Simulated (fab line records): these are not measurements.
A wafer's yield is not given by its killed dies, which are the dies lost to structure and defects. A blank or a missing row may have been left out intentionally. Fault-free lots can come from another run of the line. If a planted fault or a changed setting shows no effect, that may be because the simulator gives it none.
Chamber matching + flow n5Finfet + N5_STI_FIN_REVEAL_STRIP_24 on rieDiel-03 has 4 sister chambers
The step strips in N2/H2, time 90 s. 14 wafers are shown with their chamber, then 7 later ones without.

## WAFERS WITH THEIR CHAMBER
| wafer  | chamber | drypumpMotorCurrentA (A) | showerheadPlenumPTorr (Torr) | throttleValvePct (%) |
|--------|---------|--------------------------|------------------------------|----------------------|
| L074.2 | 2       | 5.2                      | 3.24                         | 12.17                |
| L074.3 | 0       | 5.0                      | 3.43                         | 12.41                |
| L074.5 | 3       | 4.9                      | 3.20                         | 12.48                |
| L075.3 | 2       | 5.2                      | 3.24                         | 12.19                |
| L075.4 | 1       | 5.8                      | 3.36                         | 12.05                |
| L075.6 | 0       | 5.0                      | 3.42                         | 12.43                |
| L085.3 | 1       | 5.8                      | 3.35                         | 12.12                |
| L085.5 | 2       | 5.2                      | 3.22                         | 12.25                |
| L085.6 | 3       | 4.9                      | 3.19                         | 12.53                |
| L086.1 | 1       | 5.8                      | 3.35                         | 12.12                |
| L086.2 | 2       | 5.2                      | 3.22                         | 12.25                |
| L086.4 | 3       | 4.9                      | 3.19                         | 12.53                |
| L087.4 | 2       | 5.3                      | 3.22                         | 12.26                |
| L087.5 | 1       | 5.8                      | 3.35                         | 12.13                |

SIGNATURES, as means of the wafers listed above
| reading               | chamber 0 | chamber 1 | chamber 2 | chamber 3 | scatter within a chamber |
|-----------------------|-----------|-----------|-----------|-----------|--------------------------|
| drypumpMotorCurrentA  | 5.000     | 5.800     | 5.220     | 4.900     | 0.0283                   |
| showerheadPlenumPTorr | 3.4250    | 3.3525    | 3.2280    | 3.1933    | 0.0082                   |
| throttleValvePct      | 12.4200   | 12.1050   | 12.2240   | 12.5133   | 0.0356                   |
Rule: a wafer lies at a distance from a chamber equal to the root of the sum of squares, over the readings, of (its reading less the chamber's mean, divided by the reading's scatter). The wafer belongs to the nearest chamber; if the next one is less than 2 further off, it can't be placed. How the scatter is found: for the shown wafers, subtract from each reading the mean of its chamber, square and add these, divide the total by (wafers less chambers), then take the root.

## WAFERS MISSING THEIR CHAMBER
| wafer  | drypumpMotorCurrentA (A) | showerheadPlenumPTorr (Torr) | throttleValvePct (%) |
|--------|--------------------------|------------------------------|----------------------|
| L087.6 | 5.2                      | 3.22                         | 12.25                |
| L090.1 | 5.0                      | 3.41                         | 11.84                |
| L090.2 | 5.8                      | 3.34                         | 12.14                |
| L090.4 | 4.9                      | 3.19                         | 12.55                |
| L096.3 | 5.0                      | 3.40                         | 11.87                |
| L096.5 | 5.0                      | 3.40                         | 11.89                |
| L096.6 | 4.9                      | 3.59                         | 11.90                |

## EACH ONE'S CHAMBER
| wafer  | from the rows above | in truth                   |
|--------|---------------------|----------------------------|
| L087.6 | 2                   | 2                          |
| L090.1 | 0                   | 0                          |
| L090.2 | 1                   | 1                          |
| L090.4 | 3                   | 3                          |
| L096.3 | 0                   | 0                          |
| L096.5 | 0                   | 0                          |
| L096.6 | 0                   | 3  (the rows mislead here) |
Correct placement for 6 of the 7. Can't be placed from these rows: 0. Number placed wrongly: 1.
